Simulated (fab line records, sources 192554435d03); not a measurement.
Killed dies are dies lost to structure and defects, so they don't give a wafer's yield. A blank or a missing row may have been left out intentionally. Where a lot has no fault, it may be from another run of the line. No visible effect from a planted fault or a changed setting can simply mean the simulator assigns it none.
fab line records	flow n5_finfet
record lots=24	wafers=72	last_day=19
route steps=1938 shown BEOL_M13@1700 BEOL_M14@1728
lots untouched by any fault: they come from a run of this same line in which no faults occurred
start_h: hours from the record's first day to the start of the lot's first wafer shown	wait_h: hours from the lot's prior step to this one	" identical to the entry in the row above	L1.1+2: one row covering several wafers at once	- no value present, or no start provided	* or withheld: withheld	< > ~ a bound
route shown NAME@n: a module of which the file shows steps, and the number in the route of the first	usual: the fault-free wafers' mean and standard deviation	same: alike in all rows	chamber/n: place in a boat	sites: the reading at each site	_std_site: standard deviation across them	_edge_site: mean of outer sites minus mean of inner sites	radius_mm: for every site, how far away it sits from the centre of the wafer	mask NAME#n: copy n	behind: the tool/chamber that last shaped the wafer	hold: cause of the lot's hold/its duration in hours/its outcome	device: transistor that didn't switch, given as n, p or np	end of line: the route-end tests of the same wafers	a step with no rows: only its recipe	killed: at the first sort, the dies lost to defects and structure; wafer yield is something else	map: shows each die of a wafer: x if killed, . if not, _ if none is there
set.NAME: setting as actually run; set.NAME@STEP: the setting as run at that earlier step	model.NAME: the simulator's own value behind a step, which no gauge read
one table for each step of the route and one row for each wafer, over a sample of lots
services: the hour from which a tool's chamber was out of use, counted from the record's first day as start_h (under 0 if before that day), plus the number of hours and why
## steps
# step N5_BEOL_M13_ETCH_38
# recipe chemistry=CF4/N2	target=SiCN	target_depth_a=675	taper_deg=2	time_s=71.9	ion_energy_ev=150	mask_material=SiO2	pressure_mtorr=40	source_w=430	bias_w=70	Ar_flow_sccm=100	cf4_flow_sccm=60	n2_flow_sccm=60
# usual drypump_motor_current_A=5.74/0.25	oes_product_au=0.78/0.076	rf_vpp_V=381.9/1.7	showerhead_plenum_p_Torr=2.19/0.069	throttle_valve_pct=15.40/0.25
lot.wafer	tool	chamber	start_h	wait_h	drypump_motor_current_A	oes_product_au	rf_hours_counter_h	rf_vpp_V	showerhead_plenum_p_Torr	throttle_valve_pct
L074.2	rie_diel-06	0	259.24	-	5.91	0.72	168	384.5	2.29	15.53
L074.3	"	1	"	"	6.28	0.73	231	381.8	2.10	15.35
L074.5	"	3	"	"	5.41	0.79	-	385.8	2.34	15.52
L075.3	rie_diel-05	1	261.32	-	5.19	0.70	198	380.0	2.10	15.77
L075.4	"	0	"	"	5.77	0.71	-	382.3	2.18	15.60
L075.6	"	1	"	"	5.18	0.70	-	380.5	2.10	15.76
L078.2	rie_diel-05	1	307.47	-	5.17	0.70	208	380.6	2.09	15.79
L078.3	"	3	"	"	5.74	0.82	122	379.5	2.14	15.16
L078.6	"	0	"	"	5.75	0.70	-	381.2	2.17	15.62
L077.1	rie_diel-01	2	308.64	-	5.67	0.70	245	384.1	2.26	15.72
L077.2	"	1	"	"	6.11	0.81	100	383.8	2.23	15.47
L077.5	"	0	"	"	5.65	0.80	-	380.1	2.14	15.08
L076.1	rie_diel-01	2	313.87	-	5.67	0.69	248	384.3	2.25	15.74
L076.5	"	3	"	"	5.86	0.90	-	381.8	2.25	15.11
L076.6	"	0	"	"	5.66	0.80	-	379.8	2.13	15.09
L083.1	rie_diel-05	1	317.59	-	5.20	0.69	212	380.3	2.09	15.80
L083.2	"	2	"	"	5.62	0.93	12	381.8	2.17	15.40
L083.5	"	1	"	"	5.19	0.69	-	379.0	2.09	15.78
L080.1	rie_diel-01	0	322.82	-	5.69	0.78	112	382.1	2.13	15.09
L080.3	"	3	"	"	5.84	0.89	44	383.2	2.24	15.11
L080.4	"	1	"	"	6.13	0.79	-	382.7	2.22	15.48
L081.1	rie_diel-01	3	325.23	-	5.85	0.88	45	383.1	2.24	15.11
L081.2	"	0	"	"	5.67	0.78	114	380.6	2.13	15.08
L081.4	"	0	"	"	5.64	0.77	-	379.6	2.13	15.08
L079.1	rie_diel-01	0	336.12	-	5.67	0.78	118	380.6	2.13	15.10
L079.2	"	1	"	"	6.08	0.78	111	382.0	2.22	15.48
L079.3	"	3	"	"	5.83	0.88	50	383.8	2.24	15.12
L082.1	rie_diel-01	3	340.08	-	5.83	0.88	51	383.4	2.24	15.12
L082.2	"	1	"	"	6.10	0.78	112	383.4	2.22	15.50
L082.5	"	0	"	"	5.63	0.78	-	381.7	2.13	15.09
L084.2	rie_diel-06	0	347.56	-	5.89	0.72	193	383.7	2.28	15.59
L084.4	"	3	"	"	5.41	0.77	-	384.3	2.33	15.58
L084.6	"	0	"	"	5.91	0.71	-	383.6	2.29	15.59
L086.1	rie_diel-06	0	352.56	-	5.87	0.71	195	384.7	2.28	15.58
L086.2	"	2	"	"	6.01	0.72	169	379.3	2.11	15.56
L086.4	"	2	"	"	5.99	0.72	-	381.2	2.11	15.58
L085.3	rie_diel-01	0	357.54	-	5.69	0.76	126	380.5	2.13	15.11
L085.5	"	3	"	"	5.86	0.85	-	382.9	2.24	15.13
L085.6	"	0	"	"	5.69	0.76	-	380.3	2.13	15.13
L088.1	rie_diel-05	0	361.44	-	5.83	0.70	237	382.4	2.17	15.67
L088.2	"	3	"	"	5.76	0.81	139	381.4	2.13	15.21
L088.4	"	2	"	"	5.68	0.91	23	382.7	2.16	15.41
L087.4	rie_diel-01	0	369.99	-	5.68	0.78	127	380.0	2.13	15.09
L087.5	"	1	"	"	6.09	0.76	-	382.7	2.22	15.52
L087.6	"	0	"	"	5.68	0.77	-	379.2	2.13	15.11
L091.1	rie_diel-05	2	378.04	-	5.65	0.89	28	381.5	2.16	15.42
L091.3	"	1	"	"	5.18	0.68	230	379.6	2.09	15.82
L091.6	"	0	"	"	5.82	0.68	-	381.2	2.17	15.67
L089.1	rie_diel-05	2	386.26	-	5.63	0.88	30	381.7	2.16	15.43
L089.3	"	0	"	"	5.75	0.69	244	380.6	2.16	15.67
L089.5	"	0	"	"	5.78	0.69	-	383.6	2.16	15.67
L093.1	rie_diel-05	3	389.22	-	5.75	0.80	147	380.5	2.13	15.24
L093.3	"	0	"	"	5.80	0.69	245	382.4	2.16	15.69
L093.5	"	3	"	"	5.74	0.80	-	380.1	2.13	15.22
L090.1	rie_diel-01	3	392.74	-	5.85	0.84	70	384.5	2.24	15.18
L090.2	"	2	"	"	5.68	0.93	17	382.2	2.25	15.27
L090.4	"	0	"	"	5.68	0.77	134	380.2	2.13	15.13
L094.1	rie_diel-01	1	402.18	-	6.09	0.75	130	382.0	2.22	15.52
L094.2	"	0	"	"	5.64	0.75	136	380.6	2.13	15.14
L094.5	"	2	"	"	5.68	0.92	-	383.9	2.25	15.30
L092.3	rie_diel-01	2	402.30	-	5.66	0.91	19	382.8	2.25	15.29
L092.4	"	3	"	"	5.84	0.83	73	381.0	2.24	15.15
L092.5	"	3	"	"	5.86	0.83	-	383.8	2.23	15.17
L095.1	rie_diel-06	0	409.95	-	5.90	0.69	214	384.6	2.28	15.63
L095.5	"	3	"	"	5.44	0.75	-	383.6	2.32	15.64
L095.6	"	2	"	"	5.99	0.69	-	379.5	2.11	15.60
L096.3	rie_diel-05	3	422.18	-	5.78	0.78	160	379.1	2.12	15.25
L096.5	"	1	"	"	5.16	0.66	-	379.1	2.08	15.86
L096.6	"	3	"	"	5.77	0.79	-	380.3	2.12	15.26
L097.1	rie_diel-01	3	425.97	-	5.87	0.82	80	382.4	2.23	15.19
L097.3	"	0	"	"	5.67	0.76	143	381.7	2.12	15.13
L097.5	"	0	"	"	5.66	0.76	-	380.7	2.12	15.17
# step N5_BEOL_M13_PRE_CLEAN_42
# recipe gas=H2/He	time_s=30	temp_c=250
# usual heater_power_w=350/34
lot.wafer	tool	chamber	start_h	wait_h	heater_power_w
L074.2	pvd_sputter-03	-	259.96	0.0	360
L074.3	"	-	"	"	349
L074.5	"	-	"	"	353
L075.3	pvd_sputter-03	-	262.62	0.0	363
L075.4	"	-	"	"	348
L075.6	"	-	"	"	367
L078.2	pvd_sputter-03	-	307.70	0.0	305
L078.3	"	-	"	"	337
L078.6	"	-	"	"	344
L077.1	pvd_sputter-03	-	309.04	0.0	311
L077.2	"	-	"	"	344
L077.5	"	-	"	"	350
L076.1	pvd_sputter-02	-	315.62	0.0	289
L076.5	"	-	"	"	314
L076.6	"	-	"	"	330
L083.1	pvd_sputter-01	-	318.01	0.0	360
L083.2	"	-	"	"	430
L083.5	"	-	"	"	354
L080.1	pvd_sputter-03	-	323.28	0.0	307
L080.3	"	-	"	"	352
L080.4	"	-	"	"	357
L081.1	pvd_sputter-03	-	325.68	0.0	349
L081.2	"	-	"	"	333
L081.4	"	-	"	"	356
L079.1	pvd_sputter-01	-	336.75	0.0	337
L079.2	"	-	"	"	432
L079.3	"	-	"	"	327
L082.1	pvd_sputter-03	-	340.92	0.0	304
L082.2	"	-	"	"	333
L082.5	"	-	"	"	341
L084.2	pvd_sputter-01	-	348.01	0.0	329
L084.4	"	-	"	"	368
L084.6	"	-	"	"	346
L086.1	pvd_sputter-01	-	352.95	0.0	432
L086.2	"	-	"	"	331
L086.4	"	-	"	"	353
L085.3	pvd_sputter-01	-	358.11	0.0	425
L085.5	"	-	"	"	429
L085.6	"	-	"	"	355
L088.1	pvd_sputter-02	-	362.36	0.0	302
L088.2	"	-	"	"	380
L088.4	"	-	"	"	315
L087.4	pvd_sputter-02	-	370.48	0.0	319
L087.5	"	-	"	"	310
L087.6	"	-	"	"	301
L091.1	pvd_sputter-01	-	378.71	0.0	428
L091.3	"	-	"	"	362
L091.6	"	-	"	"	425
L089.1	pvd_sputter-01	-	386.54	0.0	359
L089.3	"	-	"	"	340
L089.5	"	-	"	"	350
L093.1	pvd_sputter-03	-	389.81	0.0	365
L093.3	"	-	"	"	354
L093.5	"	-	"	"	366
L090.1	pvd_sputter-03	-	393.33	0.0	347
L090.2	"	-	"	"	337
L090.4	"	-	"	"	364
L094.1	pvd_sputter-02	-	402.64	0.0	294
L094.2	"	-	"	"	313
L094.5	"	-	"	"	370
L092.3	pvd_sputter-01	-	402.82	0.0	360
L092.4	"	-	"	"	436
L092.5	"	-	"	"	360
L095.1	pvd_sputter-01	-	410.40	0.0	332
L095.5	"	-	"	"	367
L095.6	"	-	"	"	359
L096.3	pvd_sputter-01	-	422.78	0.0	336
L096.5	"	-	"	"	346
L096.6	"	-	"	"	352
L097.1	pvd_sputter-03	-	426.48	0.0	349
L097.3	"	-	"	"	357
L097.5	"	-	"	"	346
# step N5_BEOL_M13_THK_MEAS_50
# recipe thk_meas_gauge=xrf	reads=Cu_of_BEOL_M13_ECD_47
# usual M13_THK=412/10
lot.wafer	tool	chamber	start_h	wait_h	M13_THK[nm]
L074.2	film_metro-02	-	261.03	-	423
L074.3	"	-	"	"	410
L074.5	"	-	"	"	420
L075.3	film_metro-02	-	263.69	-	409
L075.4	"	-	"	"	400
L075.6	"	-	"	"	417
L078.2	film_metro-01	-	308.81	-	403
L078.3	"	-	"	"	399
L078.6	"	-	"	"	399
L077.1	film_metro-01	-	310.17	-	408
L077.2	"	-	"	"	399
L077.5	"	-	"	"	398
L076.1	film_metro-01	-	316.70	-	397
L076.5	"	-	"	"	423
L076.6	"	-	"	"	396
L083.1	film_metro-01	-	319.89	-	400
L083.2	"	-	"	"	411
L083.5	"	-	"	"	403
L080.1	film_metro-02	-	324.67	-	419
L080.3	"	-	"	"	416
L080.4	"	-	"	"	407
L081.1	film_metro-01	-	326.75	-	395
L081.2	"	-	"	"	413
L081.4	"	-	"	"	412
L079.1	film_metro-01	-	337.82	-	410
L079.2	"	-	"	"	389
L079.3	"	-	"	"	421
L082.1	film_metro-02	-	342.27	-	406
L082.2	"	-	"	"	421
L082.5	"	-	"	"	407
L084.2	film_metro-02	-	349.46	-	408
L084.4	"	-	"	"	408
L084.6	"	-	"	"	417
L086.1	film_metro-02	-	354.03	-	417
L086.2	"	-	"	"	421
L086.4	"	-	"	"	420
L085.3	film_metro-01	-	359.20	-	402
L085.5	"	-	"	"	402
L085.6	"	-	"	"	398
L088.1	film_metro-02	-	363.43	-	398
L088.2	"	-	"	"	423
L088.4	"	-	"	"	416
L087.4	film_metro-01	-	371.55	-	430
L087.5	"	-	"	"	409
L087.6	"	-	"	"	420
L091.1	film_metro-02	-	379.78	-	437
L091.3	"	-	"	"	414
L091.6	"	-	"	"	422
L089.1	film_metro-02	-	387.88	-	419
L089.3	"	-	"	"	394
L089.5	"	-	"	"	420
L093.1	film_metro-01	-	390.88	-	422
L093.3	"	-	"	"	432
L093.5	"	-	"	"	428
L090.1	film_metro-02	-	394.55	-	403
L090.2	"	-	"	"	426
L090.4	"	-	"	"	401
L094.1	film_metro-01	-	403.73	-	394
L094.2	"	-	"	"	409
L094.5	"	-	"	"	406
L092.3	film_metro-02	-	404.19	-	419
L092.4	"	-	"	"	404
L092.5	"	-	"	"	408
L095.1	film_metro-01	-	411.47	-	401
L095.5	"	-	"	"	391
L095.6	"	-	"	"	415
L096.3	film_metro-01	-	423.85	-	403
L096.5	"	-	"	"	404
L096.6	"	-	"	"	404
L097.1	film_metro-01	-	427.62	-	423
L097.3	"	-	"	"	428
L097.5	"	-	"	"	427
# step N5_BEOL_M14_INSPECT_12
# recipe mode=adi	inspect_instrument=macro
# usual raw_defect_count=2.3/1.6
lot.wafer	tool	chamber	start_h	wait_h	raw_defect_count
L074.2	defect_inspect-01	-	261.78	0.0	4
L074.3	"	-	"	"	3
L074.5	"	-	"	"	2
L075.3	defect_inspect-02	-	264.64	0.0	1
L075.4	"	-	"	"	3
L075.6	"	-	"	"	3
L078.2	defect_inspect-01	-	309.55	0.0	0
L078.3	"	-	"	"	6
L078.6	"	-	"	"	2
L077.1	defect_inspect-01	-	310.91	0.0	2
L077.2	"	-	"	"	2
L077.5	"	-	"	"	3
L076.1	defect_inspect-01	-	317.44	0.0	2
L076.5	"	-	"	"	1
L076.6	"	-	"	"	4
L083.1	defect_inspect-01	-	320.76	0.0	3
L083.2	"	-	"	"	3
L083.5	"	-	"	"	3
L080.1	defect_inspect-01	-	325.54	0.0	1
L080.3	"	-	"	"	1
L080.4	"	-	"	"	5
L081.1	defect_inspect-01	-	327.49	0.0	2
L081.2	"	-	"	"	1
L081.4	"	-	"	"	2
L079.1	defect_inspect-01	-	338.57	0.0	1
L079.2	"	-	"	"	4
L079.3	"	-	"	"	3
L082.1	defect_inspect-02	-	343.02	0.0	2
L082.2	"	-	"	"	4
L082.5	"	-	"	"	3
L084.2	defect_inspect-01	-	350.20	0.0	1
L084.4	"	-	"	"	0
L084.6	"	-	"	"	2
L086.1	defect_inspect-01	-	354.79	0.0	1
L086.2	"	-	"	"	0
L086.4	"	-	"	"	1
L085.3	defect_inspect-02	-	360.03	0.0	1
L085.5	"	-	"	"	5
L085.6	"	-	"	"	1
L088.1	defect_inspect-02	-	364.30	0.0	3
L088.2	"	-	"	"	2
L088.4	"	-	"	"	1
L087.4	defect_inspect-02	-	372.31	0.0	1
L087.5	"	-	"	"	2
L087.6	"	-	"	"	2
L091.1	defect_inspect-01	-	380.65	0.0	6
L091.3	"	-	"	"	2
L091.6	"	-	"	"	2
L089.1	defect_inspect-01	-	388.75	0.0	2
L089.3	"	-	"	"	0
L089.5	"	-	"	"	1
L093.1	defect_inspect-02	-	391.62	0.0	2
L093.3	"	-	"	"	3
L093.5	"	-	"	"	1
L090.1	defect_inspect-02	-	395.40	0.0	0
L090.2	"	-	"	"	4
L090.4	"	-	"	"	1
L094.1	defect_inspect-01	-	404.48	0.0	1
L094.2	"	-	"	"	2
L094.5	"	-	"	"	1
L092.3	defect_inspect-02	-	405.25	0.0	2
L092.4	"	-	"	"	1
L092.5	"	-	"	"	2
L095.1	defect_inspect-02	-	412.35	0.0	4
L095.5	"	-	"	"	2
L095.6	"	-	"	"	4
L096.3	defect_inspect-01	-	424.59	0.0	1
L096.5	"	-	"	"	2
L096.6	"	-	"	"	1
L097.1	defect_inspect-02	-	428.49	0.0	1
L097.3	"	-	"	"	4
L097.5	"	-	"	"	4
# step N5_BEOL_M14_VIA_ETCH_16
# recipe chemistry=C4F8/O2/Ar	target=SiO2	he_inner_torr=15	he_outer_torr=30	target_depth_a=12313	time_s=withheld	ion_energy_ev=800	pressure_mtorr=20	source_w=1905	bias_w=2040	Ar_flow_sccm=400	C4F8_flow_sccm=16	O2_flow_sccm=12	ends=cleared
# usual drypump_motor_current_A=5.6/0.46	oes_f_703_au=0.81/0.073	oes_product_au=0.73/0.072	rf_vpp_V=2226/50	showerhead_plenum_p_Torr=3.46/0.11	throttle_valve_pct=30.84/0.28
lot.wafer	tool	chamber	start_h	wait_h	drypump_motor_current_A	oes_f_703_au	oes_product_au	rf_vpp_V	showerhead_plenum_p_Torr	throttle_valve_pct
L074.2	rie_diel-03	1	262.07	0.0	5.8	0.64	0.59	2193	3.38	30.50
L074.3	"	2	"	"	5.3	0.71	0.64	2229	3.28	31.23
L074.5	"	1	"	"	5.8	0.64	0.59	2193	3.37	30.47
L075.3	rie_diel-03	0	264.76	0.0	5.0	0.86	0.74	2256	3.46	30.76
L075.4	"	0	"	"	5.0	0.85	0.74	2258	3.46	30.77
L075.6	"	2	"	"	5.2	0.71	0.63	2229	3.28	31.23
L078.2	rie_diel-03	2	309.67	0.0	5.2	0.70	0.63	2227	3.27	31.24
L078.3	"	3	"	"	4.9	0.81	0.78	2335	3.63	30.69
L078.6	"	2	"	"	5.2	0.70	0.63	2228	3.27	31.24
L077.1	rie_diel-03	1	311.14	0.0	5.8	0.87	0.84	2195	3.37	30.57
L077.2	"	2	"	"	5.3	0.70	0.63	2228	3.27	31.23
L077.5	"	1	"	"	5.8	0.87	0.85	2194	3.37	30.57
L076.1	rie_diel-02	0	318.05	0.0	6.3	0.82	0.70	2174	3.45	31.26
L076.5	"	1	"	"	5.5	0.89	0.82	2233	3.38	31.10
L076.6	"	0	"	"	6.3	0.82	0.70	2175	3.45	31.25
L083.1	rie_diel-02	2	320.88	0.0	5.2	0.74	0.65	2193	3.54	30.62
L083.2	"	1	"	"	5.5	0.88	0.82	2232	3.38	31.10
L083.5	"	2	"	"	5.2	0.74	0.64	2192	3.54	30.63
L080.1	rie_diel-04	3	325.66	0.0	6.0	0.83	0.75	2301	3.45	30.69
L080.3	"	2	"	"	6.3	0.84	0.78	2213	3.63	30.86
L080.4	"	0	"	"	5.8	1.03	0.91	2163	3.50	30.36
L081.1	rie_diel-03	1	327.62	0.0	5.8	0.84	0.82	2192	3.37	30.57
L081.2	"	3	"	"	4.9	0.80	0.77	2336	3.63	30.72
L081.4	"	2	"	"	5.2	0.69	0.62	2226	3.26	31.23
L079.1	rie_diel-04	0	338.69	0.0	5.8	1.00	0.89	2163	3.50	30.38
L079.2	"	3	"	"	6.0	0.81	0.75	2302	3.45	30.70
L079.3	"	2	"	"	6.2	0.83	0.77	2211	3.63	30.85
L082.1	rie_diel-02	1	343.89	0.0	5.5	0.87	0.80	2230	3.38	31.13
L082.2	"	2	"	"	5.2	0.74	0.64	2192	3.54	30.63
L082.5	"	1	"	"	5.5	0.87	0.80	2230	3.38	31.13
L084.2	rie_diel-02	0	350.32	0.0	6.3	0.80	0.68	2174	3.44	31.27
L084.4	"	1	"	"	5.5	0.86	0.80	2230	3.37	31.14
L084.6	"	0	"	"	6.3	0.80	0.68	2174	3.44	31.27
L086.1	rie_diel-04	3	354.91	0.0	6.0	0.81	0.74	2300	3.44	30.73
L086.2	"	2	"	"	6.2	0.82	0.76	2212	3.63	30.85
L086.4	"	0	"	"	5.8	0.96	0.87	2161	3.50	30.39
L085.3	rie_diel-02	0	360.14	0.0	6.3	0.80	0.68	2174	3.44	31.26
L085.5	"	0	"	"	6.3	0.80	0.68	2175	3.44	31.26
L085.6	"	2	"	"	5.3	0.72	0.64	2191	3.53	30.66
L088.1	rie_diel-04	3	364.42	0.0	6.0	0.81	0.73	2300	3.44	30.70
L088.2	"	2	"	"	6.2	0.81	0.75	2212	3.62	30.87
L088.4	"	0	"	"	5.8	0.96	0.85	2163	3.50	30.38
L087.4	rie_diel-04	3	372.43	0.0	6.0	0.81	0.74	2301	3.44	30.71
L087.5	"	2	"	"	6.2	0.82	0.75	2213	3.62	30.85
L087.6	"	3	"	"	6.0	0.81	0.73	2299	3.44	30.70
L091.1	rie_diel-03	1	380.88	0.0	5.8	0.82	0.80	2193	3.36	30.57
L091.3	"	3	"	"	4.9	0.78	0.74	2334	3.62	30.72
L091.6	"	3	"	"	4.9	0.78	0.74	2335	3.62	30.69
L089.1	rie_diel-03	0	388.87	0.0	5.0	0.80	0.70	2255	3.44	30.82
L089.3	"	3	"	"	4.9	0.78	0.74	2334	3.62	30.73
L089.5	"	1	"	"	5.8	0.82	0.79	2192	3.36	30.58
L093.1	rie_diel-02	3	391.75	0.0	5.7	0.85	0.74	2188	3.34	30.65
L093.3	"	0	"	"	6.4	0.79	0.67	2175	3.43	31.28
L093.5	"	0	"	"	6.4	0.79	0.66	2174	3.43	31.29
L090.1	rie_diel-02	0	395.53	0.0	6.4	0.79	0.66	2173	3.43	31.26
L090.2	"	1	"	"	5.4	0.84	0.77	2232	3.36	31.12
L090.4	"	2	"	"	5.2	0.72	0.62	2191	3.52	30.62
L094.1	rie_diel-04	2	404.60	0.0	6.2	0.80	0.74	2212	3.62	30.87
L094.2	"	3	"	"	6.0	0.78	0.73	2299	3.43	30.74
L094.5	"	0	"	"	5.8	0.93	0.82	2164	3.49	30.40
L092.3	rie_diel-03	1	405.36	0.0	5.8	0.80	0.78	2193	3.35	30.61
L092.4	"	3	"	"	4.8	0.78	0.72	2333	3.61	30.72
L092.5	"	2	"	"	5.2	0.97	0.86	2263	3.65	30.79
L095.1	rie_diel-02	3	412.47	0.0	5.7	0.83	0.74	2189	3.33	30.63
L095.5	"	0	"	"	6.4	0.79	0.67	2174	3.43	31.29
L095.6	"	3	"	"	5.7	0.83	0.73	2188	3.33	30.62
L096.3	rie_diel-03	0	424.71	0.0	5.0	0.79	0.68	2255	3.43	30.80
L096.5	"	1	"	"	5.8	0.80	0.76	2191	3.35	30.58
L096.6	"	2	"	"	5.3	0.94	0.84	2263	3.65	30.80
L097.1	rie_diel-04	1	428.61	0.0	5.7	0.92	0.84	2220	3.41	31.04
L097.3	"	2	"	"	6.2	0.80	0.73	2210	3.61	30.91
L097.5	"	3	"	"	6.0	0.78	0.71	2299	3.43	30.74
# step N5_BEOL_M14_ETCH_68
# recipe chemistry=N2/H2	target=SOC	mask_material=SiARC	source_w=3000	bias_w=350	temp_c=40	time_s=450	ion_energy_ev=200	pressure_mtorr=30	n2_flow_sccm=200	h2_flow_sccm=200
# usual drypump_motor_current_A=5.7/0.44	oes_product_au=0.83/0.082	rf_vpp_V=524.5/2.3	showerhead_plenum_p_Torr=2.57/0.081	throttle_valve_pct=17.70/0.2
lot.wafer	tool	chamber	start_h	wait_h	drypump_motor_current_A	oes_product_au	rf_hours_counter_h	rf_vpp_V	showerhead_plenum_p_Torr	throttle_valve_pct
L074.2	rie_diel-04	2	263.28	0.1	6.2	0.92	28	528.0	2.70	17.55
L074.3	"	0	"	"	5.8	0.66	239	524.9	2.64	17.95
L074.5	"	0	"	"	5.8	0.68	-	524.8	2.64	17.95
L075.3	rie_diel-02	3	265.83	0.1	5.7	0.87	38	522.4	2.45	17.28
L075.4	"	1	"	"	5.5	0.94	18	521.8	2.51	17.89
L075.6	"	2	"	"	5.2	0.75	-	525.5	2.63	17.56
L078.2	rie_diel-02	0	310.74	0.1	6.4	0.76	126	525.4	2.53	17.80
L078.3	"	2	"	"	5.2	0.73	168	526.1	2.62	17.59
L078.6	"	0	"	"	6.4	0.77	-	523.2	2.53	17.79
L077.1	rie_diel-04	2	312.42	0.1	6.2	0.87	44	528.0	2.69	17.56
L077.2	"	1	"	"	5.7	0.73	223	523.3	2.53	18.03
L077.5	"	2	"	"	6.2	0.86	-	528.0	2.69	17.57
L076.1	rie_diel-03	2	319.00	0.1	5.2	0.69	233	518.3	2.39	17.93
L076.5	"	2	"	"	5.2	0.68	-	519.6	2.39	17.93
L076.6	"	1	"	"	5.8	0.95	-	523.7	2.49	17.36
L083.1	rie_diel-03	1	321.95	0.1	5.8	0.96	15	522.5	2.49	17.34
L083.2	"	0	"	"	5.0	0.79	92	524.1	2.54	17.56
L083.5	"	2	"	"	5.2	0.69	-	520.6	2.39	17.94
L080.1	rie_diel-04	0	326.74	0.1	5.8	1.00	1	525.8	2.63	17.53
L080.3	"	1	"	"	5.7	0.72	230	523.3	2.52	18.03
L080.4	"	3	"	"	6.0	0.84	68	525.3	2.59	17.85
L081.1	rie_diel-02	0	328.75	0.1	6.3	0.76	133	523.7	2.52	17.80
L081.2	"	3	"	"	5.7	0.83	60	521.5	2.44	17.28
L081.4	"	2	"	"	5.2	0.72	174	526.6	2.62	17.59
L079.1	rie_diel-04	1	340.05	0.1	5.7	0.71	235	523.0	2.52	18.04
L079.2	"	2	"	"	6.2	0.85	56	527.4	2.68	17.57
L079.3	"	0	"	"	5.8	0.97	6	525.9	2.63	17.53
L082.1	rie_diel-02	1	346.50	0.1	5.5	0.89	45	524.0	2.50	17.92
L082.2	"	2	"	"	5.2	0.71	185	528.1	2.62	17.61
L082.5	"	1	"	"	5.5	0.90	-	522.5	2.50	17.95
L084.2	rie_diel-03	0	351.51	0.1	5.0	0.79	99	524.8	2.54	17.56
L084.4	"	3	"	"	4.9	0.84	66	526.7	2.68	17.61
L084.6	"	1	"	"	5.8	0.93	-	522.9	2.49	17.39
L086.1	rie_diel-02	0	356.07	0.1	6.3	0.74	147	525.5	2.52	17.84
L086.2	"	1	"	"	5.5	0.88	50	522.5	2.50	17.94
L086.4	"	2	"	"	5.2	0.72	-	527.8	2.61	17.63
L085.3	rie_diel-04	2	361.30	0.1	6.2	0.84	65	528.8	2.68	17.60
L085.5	"	3	"	"	6.0	0.82	-	524.1	2.59	17.87
L085.6	"	2	"	"	6.2	0.84	-	527.7	2.68	17.61
L088.1	rie_diel-03	0	365.38	0.1	5.0	0.77	103	524.0	2.54	17.56
L088.2	"	2	"	"	5.2	0.67	246	519.8	2.39	17.94
L088.4	"	1	"	"	5.8	0.92	24	522.2	2.49	17.37
L087.4	rie_diel-03	1	373.81	0.1	5.8	0.92	28	521.8	2.48	17.39
L087.5	"	3	"	"	4.9	0.83	-	528.1	2.68	17.63
L087.6	"	2	"	"	5.2	0.68	-	520.2	2.38	17.97
L091.1	rie_diel-02	2	381.91	0.1	5.2	0.71	199	525.5	2.61	17.64
L091.3	"	1	"	"	5.5	0.87	60	522.3	2.49	17.95
L091.6	"	0	"	"	6.3	0.73	-	523.7	2.51	17.85
L089.1	rie_diel-03	1	389.82	0.1	5.8	0.90	35	522.1	2.48	17.39
L089.3	"	0	"	"	5.0	0.76	114	524.4	2.53	17.57
L089.5	"	0	"	"	5.0	0.76	-	525.5	2.53	17.60
L093.1	rie_diel-03	1	392.82	0.1	5.8	0.89	37	522.8	2.48	17.41
L093.3	"	0	"	"	5.0	0.76	116	524.8	2.53	17.59
L093.5	"	0	"	"	5.0	0.76	-	524.2	2.53	17.60
L090.1	rie_diel-04	0	396.77	0.1	5.8	0.91	28	525.2	2.62	17.57
L090.2	"	3	"	"	6.0	0.81	95	523.9	2.58	17.89
L090.4	"	0	"	"	5.8	0.92	-	523.8	2.62	17.58
L094.1	rie_diel-04	0	405.66	0.1	5.8	0.90	33	526.2	2.62	17.59
L094.2	"	3	"	"	6.0	0.80	100	523.0	2.58	17.92
L094.5	"	0	"	"	5.8	0.90	-	526.1	2.62	17.58
L092.3	rie_diel-04	0	406.61	0.1	5.8	0.90	34	525.8	2.62	17.57
L092.4	"	1	"	"	5.6	0.98	0	521.0	2.51	17.67
L092.5	"	0	"	"	5.8	0.90	-	526.5	2.62	17.58
L095.1	rie_diel-04	2	413.42	0.1	6.2	0.83	82	528.4	2.67	17.64
L095.5	"	2	"	"	6.2	0.83	-	527.6	2.67	17.63
L095.6	"	1	"	"	5.7	0.95	-	522.5	2.51	17.67
L096.3	rie_diel-04	3	426.22	0.1	6.0	0.80	108	525.3	2.58	17.93
L096.5	"	3	"	"	6.0	0.80	-	524.4	2.58	17.91
L096.6	"	0	"	"	5.8	0.90	-	525.4	2.61	17.58
L097.1	rie_diel-04	0	429.68	0.1	5.8	0.89	42	526.0	2.61	17.60
L097.3	"	2	"	"	6.2	0.83	88	529.6	2.67	17.65
L097.5	"	3	"	"	6.0	0.80	-	523.7	2.58	17.92
## services
tool	chamber	start_h	hours	kind
rie_diel-01	1	243.55	4.0	repair
rie_diel-04	2	244.17	16.4	repair
rie_diel-03	1	263.46	-	clean
rie_diel-03	1	263.46	-	consumable_replace:focus_ring
rie_diel-05	2	283.64	2.9	repair
rie_diel-02	1	286.15	11.8	repair
rie_diel-05	2	290.80	7.5	repair
rie_diel-04	0	302.78	-	clean
rie_diel-04	0	302.78	-	consumable_replace:focus_ring
rie_diel-04	0	302.78	21.6	scheduled_down
rie_diel-04	0	302.78	21.6	vent_cycle
rie_diel-02	3	333.88	28.2	repair
rie_diel-05	2	344.91	8.1	repair
rie_diel-01	1	352.91	9.1	repair
rie_diel-03	1	359.08	5.1	repair
rie_diel-01	0	360.33	9.2	repair
rie_diel-03	2	376.64	-	clean
rie_diel-03	2	376.64	-	consumable_replace:focus_ring
rie_diel-04	1	382.68	-	clean
rie_diel-04	1	382.68	-	consumable_replace:focus_ring
rie_diel-04	1	382.68	23.1	scheduled_down
rie_diel-04	1	382.68	23.1	vent_cycle
rie_diel-04	2	395.37	6.0	repair
rie_diel-02	-	402.40	1.1	repair
## key
fault none
